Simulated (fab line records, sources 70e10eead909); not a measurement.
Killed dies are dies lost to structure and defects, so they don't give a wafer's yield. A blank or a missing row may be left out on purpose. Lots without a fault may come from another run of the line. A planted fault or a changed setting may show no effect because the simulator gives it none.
One fault seen from 3 desks | flow nand_harc | each desk has only its own numbers; what lay behind them comes last

THE TOOL OWNER'S DESK: cmp-03
The tool's own readings at NHARC_P_M1_CMP_23 (polishes, t overpolish 20 s, target thk 157.82 nm): means of the sampled wafers that have a number, for each lot that ran on this tool. A lot is out of limits, marked OUT, if its mean lies more than 4 standard deviations from the usual mean; the brackets give that distance.
Columns: A = motor_current_A at NHARC_P_M1_CMP_23, usual 12.1 A; B = time_to_endpoint_s at NHARC_P_M1_CMP_23, usual 29.2 s
lot  | first seen here | A    | B
L129 | day 6 17:13     | 12.8 | 28.3
L137 | day 8 16:25     | 12.8 | 26.2
This desk's finding: nothing out of limits on any of the 2 lots.

THE METROLOGY DESK
What the gauges read, lot by lot, whatever tool the lot ran on: means of the sampled wafers that have a number. A lot is out of limits, marked OUT, if its mean lies more than 4 standard deviations from the usual mean; the brackets give that distance.
Columns: A = cd_nm at NHARC_P_M1_CD_MEAS_16, usual 130.0 nm
lot  | first seen here | A
L127 | day 5 19:28     | 130.5
L128 | day 6 11:55     | 129.7
L129 | day 6 15:22     | 130.1
L137 | day 8 14:05     | 130.5
L140 | day 9 10:44     | 130.0
L143 | day 10 03:31    | 130.2
L144 | day 10 13:50    | 129.7
L148 | day 11 03:23    | 130.6
L146 | day 11 09:43    | 130.5
L149 | day 11 10:40    | 129.5
L150 | day 11 19:53    | 129.6
This desk's finding: nothing out of limits on any of the 11 lots.

THE DEFECT DESK
What the inspections along the route counted, lot by lot: means of the sampled wafers that have a number. A lot is out of limits, marked OUT, if its mean lies more than 4 standard deviations from the usual mean; the brackets give that distance.
Columns: A = raw_defect_count at NHARC_P_M1_INSPECT_27, usual 327; B = raw_defect_count at NHARC_P_M2_INSPECT_11, usual 4.4
lot  | first seen here | A   | B
L127 | day 5 21:44     | 403 | 3.0
L128 | day 6 14:12     | 315 | 3.7
L129 | day 6 17:39     | 345 | 6.3
L137 | day 8 16:49     | 511 | 222.0 (+95) OUT
L140 | day 9 13:00     | 330 | 7.0
L143 | day 10 05:47    | 209 | 4.3
L144 | day 10 16:06    | 217 | 4.7
L148 | day 11 05:40    | 444 | 4.7
L146 | day 11 12:04    | 358 | 1.7
L149 | day 11 12:56    | 327 | 4.0
L150 | day 11 22:11    | 274 | 4.3
This desk's finding: out of limits on L137; first on L137, day 8 18:23 (raw_defect_count at NHARC_P_M2_INSPECT_11). In limits: L127, L128, L129, L140, L143, L144, L148, L146, L149, L150.

PUT TOGETHER
The defect desk could have raised an alarm at day 8 18:23, on L137.
The tool owner's desk saw nothing out of limits.
The metrology desk saw nothing out of limits.
The tool owner's desk has L137 on record, within its limits.
The metrology desk has L137 on record, within its limits.
Of the lots named, all ran NHARC_P_M1_CMP_23 on cmp-03.

WHAT THE SIMULATOR HAD PUT IN
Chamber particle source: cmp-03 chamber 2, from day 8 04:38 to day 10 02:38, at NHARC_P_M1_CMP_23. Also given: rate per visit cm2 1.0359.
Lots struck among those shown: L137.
Hours from the fault's start to each desk's first reading out of limits: the defect desk, 14.
